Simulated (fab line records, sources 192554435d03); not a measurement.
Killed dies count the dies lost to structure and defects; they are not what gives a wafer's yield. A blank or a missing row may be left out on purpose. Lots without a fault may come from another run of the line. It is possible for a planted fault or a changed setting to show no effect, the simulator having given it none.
A struck lot beside a sound one -- flow n5-finfet -- 39 steps out of a route of 1938
Sound: these wafers, L654.1, L654.2, L654.6. Wafers struck: L646.3, L646.4, L646.5. The cause comes at the end.
Each step with rows lists, per side, the tool, then ch with its chambers, then its first start. Under that, the readings that differ: sound wafers -- struck wafers -- difference of the means -- sigmas: that difference in standard deviations of wafers without a fault.
alike: readings with means less than 2 such deviations apart, plus words and numbers identical on both sides. not compared: withheld readings, readings lacking a value on some wafer, bounds such as >300 that could conceal the same value, and numbers that have no deviation in the record and whose values overlap.
A row with sigmas, a row that says differs or no value, or rows on one side alone: a step with any of these is where the two part. Non-overlapping numbers with no deviation appear without sigmas and do not part them. A reading missing from all wafers of one side parts the sides only when that side holds two or more wafers.

first, 10 steps without rows for these wafers: N5_STI_FIN_REVEAL_PRECLEAN_18 (cleans in SC2, time 45 s); N5_STI_FIN_REVEAL_SRD_28 (time 30 s); N5_DUMMY_GATE_PRECLEAN_00 (cleans in O3/DIW, time 60 s); N5_DUMMY_GATE_SRD_01 (time 30 s); N5_DUMMY_GATE_ALD_02 (deposits SiO2, target thk 2 nm, pulse time 1 s); N5_DUMMY_GATE_CVD_03 (deposits a-Si from SiH4, target thk 150 nm, time 8042 s); N5_DUMMY_GATE_PRECLEAN_46 (cleans in DIW, time 89.5 s); N5_DUMMY_GATE_SRD_47 (dry time 32 s); N5_DUMMY_GATE_CMP_04 (polishes a-Si); N5_DUMMY_GATE_HM_DEP_06 (deposits SiNx from DCS/NH3, target thk 80 nm, time 5141 s).
N5_DUMMY_GATE_PECVD_30: deposits SiO2 from TEOS/O2, target thk 55 nm, time 10.8 s.
  sound on pecvd-03 ch 0,2, day 6 09:38; struck on pecvd-03 ch 1,2, day 4 10:40
reading,sound,struck,difference,sigmas
chamber-pressure-Torr (Torr),6.475 6.528 6.500,- - -,no value on the struck wafers,
  not compared: since-wet-clean-h
then, 23 steps without rows for these wafers: N5_DUMMY_GATE_COAT_34 (time 60 s, resist thk 60 nm); N5_DUMMY_GATE_COAT_35 (time 60 s, resist thk 10 nm); N5_DUMMY_GATE_COAT_28 (time 60 s, resist thk 10 nm); N5_DUMMY_GATE_COAT_09 (resist thk 30 nm); N5_DUMMY_GATE_EBR_11; N5_DUMMY_GATE_SOFTBAKE_10 (time 60 s); N5_DUMMY_GATE_EXPOSE_12 (exposes mask GATE, target cd 25 nm); N5_DUMMY_GATE_PEB_13 (peb time 60 s); N5_DUMMY_GATE_DEVELOP_14 (develop time 30 s); N5_DUMMY_GATE_DESCUM_20 (chemistry O2, time 6.2 s); N5_DUMMY_GATE_ETCH_29 (etches underlayer in N2/H2, target depth 13 nm); N5_DUMMY_GATE_ETCH_36 (etches SiARC in CF4, target depth 13 nm); N5_DUMMY_GATE_ETCH_37 (etches SOC in N2/H2, target depth 60 nm, overetch 30 nm); N5_DUMMY_GATE_STRIP_38 (strips in N2/H2); N5_DUMMY_GATE_STRIP_39 (strips in N2/H2); N5_DUMMY_GATE_TRIM_49 (chemistry O2, time 29 s, target cd 14 nm); N5_DUMMY_GATE_STRIP_40 (strips in CF4); N5_DUMMY_GATE_ETCH_31 (etches SiO2 in C4F6/O2, target depth 82.5 nm, time 27.5 s); N5_DUMMY_GATE_STRIP_41 (strips in O2); N5_DUMMY_GATE_HM_OPEN_21 (chemistry CH3F/O2, target SiNx, target depth 120 nm, time 171.4 s); N5_DUMMY_GATE_ETCH_32 (etches SiO2 in CF4, target depth 3.5 nm, time 3.9 s); N5_DUMMY_GATE_ETCH_23 (etches poly-Si in HBr/Cl2/O2, target depth 41 nm, time 22.3 s); N5_DUMMY_GATE_ETCH_44 (etches poly-Si in HBr/O2, stops on SiO2, target depth 127.5 nm).
N5_DUMMY_GATE_CD_MEAS_24 targets a cd of 15 nm.
  sound on cd-sem-02 at day 6 11:05; struck on cd-sem-03 at day 4 13:02
reading,sound,struck,difference,sigmas
cd-nm (nm),14.6 15.0 15.3,- - -,no value on the struck wafers,
then, 1 step without rows for these wafers: N5_DUMMY_GATE_ETCH_42 (etches SiO2 in CHF3/O2, target depth 3.5 nm, time 31 s).
N5_DUMMY_GATE_INSPECT_27: inspects for defects (brightfield).
  sound on defect-inspect-02 at day 6 11:22; struck on defect-inspect-02 at day 4 13:23
reading,sound,struck,difference,sigmas
raw-defect-count,260 228 307,2567 2528 2618,+2306,+35
N5_BEOL_M4_RC_MEAS_101:
  the record has rows for the sound wafers here (prober-01 ch 0, day 11 13:44) and none for the struck ones
-- record jumps: 9 days separate the struck wafers' starts on either side; left off in module BEOL_M4, taken up again in module PASSIVATION, whose first shown step is the route's number 1936 --
N5_PASSIVATION_PROBE_49:
  rows exist in the record for the struck wafers here (prober-01, day 13 17:40), but not for the sound ones

== WHERE THEY PART ==
Last at N5_PASSIVATION_PROBE_49 as far as this record goes, first at N5_DUMMY_GATE_PECVD_30.

WHY: the cause the simulator had injected
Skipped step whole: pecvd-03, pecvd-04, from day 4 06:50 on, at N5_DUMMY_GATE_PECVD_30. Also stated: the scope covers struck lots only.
